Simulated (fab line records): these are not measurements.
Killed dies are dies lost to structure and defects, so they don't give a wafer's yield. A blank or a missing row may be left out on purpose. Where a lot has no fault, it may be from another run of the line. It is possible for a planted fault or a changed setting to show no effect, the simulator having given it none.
Matching of chambers || flow nand harc || NHARC_A_BLC_STRIP_29 on rie diel-13: 4 sister chambers
The step strips in CF4. 8 wafers are shown with their chamber, then 7 later ones without.

== WAFERS PAIRED WITH THEIR CHAMBERS ==
{"wafer": "L080.3", "chamber": 1, "rf vpp V (V)": 58.8, "oes product au (a.u.)": 1.001}
{"wafer": "L080.5", "chamber": 0, "rf vpp V (V)": 59.4, "oes product au (a.u.)": 1.001}
{"wafer": "L082.5", "chamber": 3, "rf vpp V (V)": 59.5, "oes product au (a.u.)": 0.987}
{"wafer": "L082.6", "chamber": 0, "rf vpp V (V)": 59.2, "oes product au (a.u.)": 0.994}
{"wafer": "L087.1", "chamber": 3, "rf vpp V (V)": 58.0, "oes product au (a.u.)": 0.980}
{"wafer": "L087.6", "chamber": 2, "rf vpp V (V)": 59.2, "oes product au (a.u.)": 0.987}
{"wafer": "L089.1", "chamber": 1, "rf vpp V (V)": 58.5, "oes product au (a.u.)": 0.985}
{"wafer": "L089.2", "chamber": 2, "rf vpp V (V)": 58.9, "oes product au (a.u.)": 0.992}

== WAFERS WITH NO CHAMBER GIVEN ==
{"wafer": "L089.5", "rf vpp V (V)": 59.9, "oes product au (a.u.)": 0.997}
{"wafer": "L094.1", "rf vpp V (V)": 58.4, "oes product au (a.u.)": 0.983}
{"wafer": "L094.4", "rf vpp V (V)": 59.6, "oes product au (a.u.)": 1.015}
{"wafer": "L094.5", "rf vpp V (V)": 59.7, "oes product au (a.u.)": 0.994}
{"wafer": "L095.1", "rf vpp V (V)": 60.2, "oes product au (a.u.)": 1.000}
{"wafer": "L095.4", "rf vpp V (V)": 58.8, "oes product au (a.u.)": 1.001}
{"wafer": "L095.5", "rf vpp V (V)": 59.8, "oes product au (a.u.)": 1.004}

== CHAMBER TAKEN BY EACH ==
{"wafer": "L089.5", "from the rows above": "can't be placed: 0 or 2 or 1 or 3", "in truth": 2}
{"wafer": "L094.1", "from the rows above": "can't be placed: 3 or 2 or 1", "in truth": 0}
{"wafer": "L094.4", "from the rows above": "can't be placed: 0 or 1 or 2", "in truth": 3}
{"wafer": "L094.5", "from the rows above": "can't be placed: 0 or 2 or 1 or 3", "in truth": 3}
{"wafer": "L095.1", "from the rows above": "can't be placed: 0 or 2 or 1 or 3", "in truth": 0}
{"wafer": "L095.4", "from the rows above": "can't be placed: 0 or 1 or 2 or 3", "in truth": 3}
{"wafer": "L095.5", "from the rows above": "can't be placed: 0 or 2 or 1", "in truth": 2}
Placed correctly: 0 of 7. Unplaceable from these rows: 7, with the true chamber sitting among the candidates in 5. 0 placed wrongly.
How it was worked out, from the rows above alone: a wafer's distance from a chamber is the root of the sum, over the readings, of the square of ((its reading less the chamber's mean) divided by the reading's scatter). The wafer belongs to the nearest chamber; if the next one is less than 2 further off, it can't be placed. Each chamber's mean is taken over the wafers shown for it. The scatter is the square root of a quotient: the sum, over the shown wafers, of each reading's squared deviation from its chamber's mean, divided by wafers minus chambers.
